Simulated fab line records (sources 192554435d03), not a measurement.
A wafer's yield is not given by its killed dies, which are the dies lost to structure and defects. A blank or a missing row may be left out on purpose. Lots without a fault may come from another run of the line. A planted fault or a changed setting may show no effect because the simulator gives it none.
Chamber matching ; flow n5 finfet ; N5_GATE_CUT_STRIP_59 on rie diel-03 has 4 sister chambers
The step strips in N2/H2, time 20 s. 22 wafers are shown with their chamber, then 11 later ones without.

== WAFERS PAIRED WITH THEIR CHAMBERS ==
wafer;chamber;showerhead plenum p Torr (Torr);throttle valve pct (%);oes product au (a.u.)
L074.2;0;3.40;12.23;0.79
L074.3;3;3.19;12.87;0.66
L074.4;3;3.19;12.85;0.67
L076.2;0;3.39;12.25;0.78
L076.4;3;3.18;12.87;0.66
L076.5;2;3.43;11.85;0.89
L077.3;0;3.39;12.26;0.78
L077.5;3;3.18;12.88;0.66
L077.6;0;3.39;12.26;0.78
L078.1;3;3.18;12.88;0.66
L078.4;0;3.39;12.24;0.78
L078.5;2;3.43;11.85;0.87
L079.1;3;3.18;12.90;0.65
L079.3;2;3.43;11.87;0.88
L079.5;0;3.39;12.26;0.77
L082.1;2;3.43;11.90;0.85
L082.3;0;3.39;12.28;0.76
L082.5;1;3.22;12.23;0.74
L084.1;1;3.22;12.22;0.74
L084.3;0;3.38;12.30;0.76
L084.6;2;3.43;11.90;0.86
L086.3;1;3.21;12.25;0.74

SIGNATURES (averages over the wafers above)
reading;chamber 0;chamber 1;chamber 2;chamber 3;scatter within a chamber
showerhead plenum p Torr;3.3900;3.2167;3.4300;3.1833;0.00471
throttle valve pct;12.2600;12.2333;11.8740;12.8750;0.0207
oes product au;0.7750;0.7400;0.8700;0.6600;0.0105
Rule: distance of a wafer from a chamber = root of the sum over the readings of ((wafer's reading minus chamber's mean) / reading's scatter) squared. The wafer belongs to the nearest chamber; if the next one is less than 2 further off, it can't be placed. How the scatter is found: for the shown wafers, subtract from each reading the mean of its chamber, square and add these, divide the total by (wafers less chambers), then take the root.

== WAFERS WHOSE CHAMBER IS MISSING ==
wafer;showerhead plenum p Torr (Torr);throttle valve pct (%);oes product au (a.u.)
L086.4;3.38;12.30;0.77
L086.5;3.42;11.91;0.86
L089.1;3.60;12.22;0.95
L089.2;3.21;12.27;0.73
L089.4;3.21;12.27;0.73
L092.4;3.37;12.32;0.75
L092.5;3.42;11.93;0.85
L092.6;3.59;12.22;0.94
L097.1;3.41;11.94;0.83
L097.3;3.20;12.30;0.73
L097.6;3.59;12.23;0.91

== CHAMBER TAKEN BY EACH ==
wafer;from the rows above;in truth
L086.4;0;0
L086.5;2;2
L089.1;2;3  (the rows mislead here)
L089.2;1;1
L089.4;1;1
L092.4;0;0
L092.5;2;2
L092.6;2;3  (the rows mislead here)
L097.1;2;2
L097.3;1;1
L097.6;2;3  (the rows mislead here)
8 of 11 placed correctly. Number that these rows cannot place: 0. Placed wrongly: 3.
